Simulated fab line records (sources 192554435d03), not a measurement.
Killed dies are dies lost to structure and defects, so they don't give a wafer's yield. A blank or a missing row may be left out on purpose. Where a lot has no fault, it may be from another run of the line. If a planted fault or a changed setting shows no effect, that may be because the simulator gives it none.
Struck lot and sound lot, side by side || flow n5 finfet || 36 out of 1938 route steps
Sound: these wafers, L261.2, L261.4, L261.5. The struck wafers were L266.1, L266.3, L266.5. The cause is named last.
Order at every step that has rows: each side's tool, ch and its chambers, its first start. Under that, the readings that differ: sound wafers || struck wafers || difference of the means || sigmas: that difference in standard deviations of wafers without a fault.
alike: same words and numbers on both sides, and readings whose means sit less than 2 such deviations apart. not compared: any withheld reading, any reading some wafer has no value for, any bound like >300 that may hide the same value, and any number with overlapping values for which the record gives no deviation.
Wherever a step has rows on one side only, a row that says differs or no value, or a row with sigmas, the two part there. Numbers that don't overlap but have no deviation are shown without sigmas and don't part them. Lack of a reading on every wafer of one side parts them only where that side has two or more wafers.

first, 9 steps without rows for these wafers: N5_BEOL_M4_ANNEAL_95 (time 240 s); N5_BEOL_M4_SPUTTER_96 (material Cu, target thk 4.5 nm, time 8.29 s); N5_BEOL_M4_ECD_50 (material Cu, target thk 300 nm); N5_BEOL_M4_ANNEAL_51 (time 90 s); N5_BEOL_M4_CMP_52 (polishes, stops on SiOC, t overpolish 6.8 s, target thk 40 nm); N5_BEOL_M4_PRE_CLEAN_60 (time 15 s); N5_BEOL_M4_CO_CAP_55 (material Co, precursor CCTBA/H2, target thk 2 nm, time 102.1 s); N5_BEOL_M4_PRE_CLEAN_56 (time 15 s); N5_BEOL_M4_DEP_57 (deposits SiCN from 3MS/NH3, target thk 8 nm, time 14 s).
N5_BEOL_M4_RC_MEAS_101:
  sound on prober-01 ch 0, day 9 09:42; struck on prober-01 ch 0, day 10 17:53
  alike: DIBL_N, DIBL_P, IOFF_N, IOFF_P, ION_N, ION_P, SS_N, SS_P, VT_N, VT_P
then, 24 steps without rows for these wafers: N5_BEOL_M5_ILD_DEP_00 (deposits SiCOH lowk from DEMS/porogen, target thk 140.64 nm, time 25.9 s); N5_BEOL_M5_CURE_79 (cures SiCOH lowk, time 240 s); N5_BEOL_M5_PECVD_70 (deposits SiO2 from TEOS/O2, target thk 16 nm, time 18 s); N5_BEOL_M5_HM_DEP_02 (deposits TiN, target thk 20 nm); N5_BEOL_M5_COAT_59 (time 60 s, resist thk 60 nm); N5_BEOL_M5_COAT_60 (time 60 s, resist thk 12 nm); N5_BEOL_M5_COAT_71 (time 60 s, resist thk 5 nm); N5_BEOL_M5_COAT_05 (resist thk 30 nm); N5_BEOL_M5_EBR_07; N5_BEOL_M5_SOFTBAKE_06 (time 60 s); N5_BEOL_M5_EXPOSE_08 (exposes mask M5, target cd 28 nm); N5_BEOL_M5_PEB_09 (peb time 60 s); N5_BEOL_M5_DEVELOP_10 (develop time 30 s); N5_BEOL_M5_DESCUM_16 (chemistry O2, time 7 s); N5_BEOL_M5_ETCH_72 (etches underlayer in N2/H2, target depth 6.5 nm, time 5.2 s); N5_BEOL_M5_ETCH_61 (etches SiARC in CF4, target depth 15.6 nm, time 26 s); N5_BEOL_M5_ETCH_62 (etches SOC in N2/H2, target depth 75 nm, overetch 15 nm, time 112.5 s); N5_BEOL_M5_STRIP_63 (strips in N2/H2); N5_BEOL_M5_STRIP_73 (strips in N2/H2); N5_BEOL_M5_STRIP_64 (strips in CF4); N5_BEOL_M5_HM_OPEN_17 (chemistry Cl2/BCl3, target TiN, target depth 20 nm, overetch 6 nm); N5_BEOL_M5_STRIP_19 (strips in O2); N5_BEOL_M5_COAT_65 (time 60 s, resist thk 60 nm); N5_BEOL_M5_COAT_66 (time 60 s, resist thk 12 nm).
-- a jump in the record: the struck wafers' starts before and after are 3 days apart (it breaks off in module BEOL_M5 and resumes in module MIM_TOP_ETCH, where the first step shown is number 1851 of the route) --
N5_MIM_TOP_ETCH_ETCH_00: etches TiN in Cl2/BCl3, target depth 38.5 nm.
  sound on rie metal-02 ch 1, day 13 05:08; struck on rie metal-02 ch 0,1, day 14 01:44
  no value came back on the struck wafers for any of 5 readings (bcl3 flow sccm (sccm), bias w (W) and others); on the sound wafers bcl3 flow sccm (sccm) reads 21.73 21.79 21.70
  not compared: rf hours counter h, model.coat_of_MIM_TOP_LITHO_COAT_02.thk nm
N5_PASSIVATION_PROBE_49:
  sound: prober-02 at day 13 15:37; struck: prober-02 at day 14 11:53
{"reading": "defect limited yield (%)", "sound": "89.5 91.4 90.7", "struck": "0 0 0", "difference": -91, "sigmas": -70}
{"reading": "killed at contacts", "sound": "18 24 24", "struck": "5 16 10", "difference": -12, "sigmas": -2}
{"reading": "killed at other", "sound": "6 4 0", "struck": "1089 1081 1096", "difference": "+1085", "sigmas": "+99 or more"}
{"reading": "killed dies", "sound": "124 101 110", "struck": "1180 1180 1180", "difference": "+1068", "sigmas": "+71"}
{"reading": "killed on rim", "sound": "17 12 15", "struck": "152 152 152", "difference": "+137", "sigmas": "+39"}
{"reading": "sort_bin_5_function (%)", "sound": "5.9 5.0 5.0", "struck": "97.1 95.2 96.7", "difference": "+91.0", "sigmas": "+99 or more"}
{"reading": "sort n pass", "sound": "1056 1079 1070", "struck": "0 0 0", "difference": -1068, "sigmas": -71}
{"reading": "sort yield pct (%)", "sound": "89.5 91.4 90.7", "struck": "0 0 0", "difference": -91, "sigmas": -70}
  alike: killed_at_M0_to_M3, killed_at_M4_up, killed at front end, killed open, killed short, sort_bin_6_memory, sort_bin_8_speed

WHERE THEY PART
Last at N5_PASSIVATION_PROBE_49 as far as this record goes, first at N5_MIM_TOP_ETCH_ETCH_00.

WHY: what the simulator had put in
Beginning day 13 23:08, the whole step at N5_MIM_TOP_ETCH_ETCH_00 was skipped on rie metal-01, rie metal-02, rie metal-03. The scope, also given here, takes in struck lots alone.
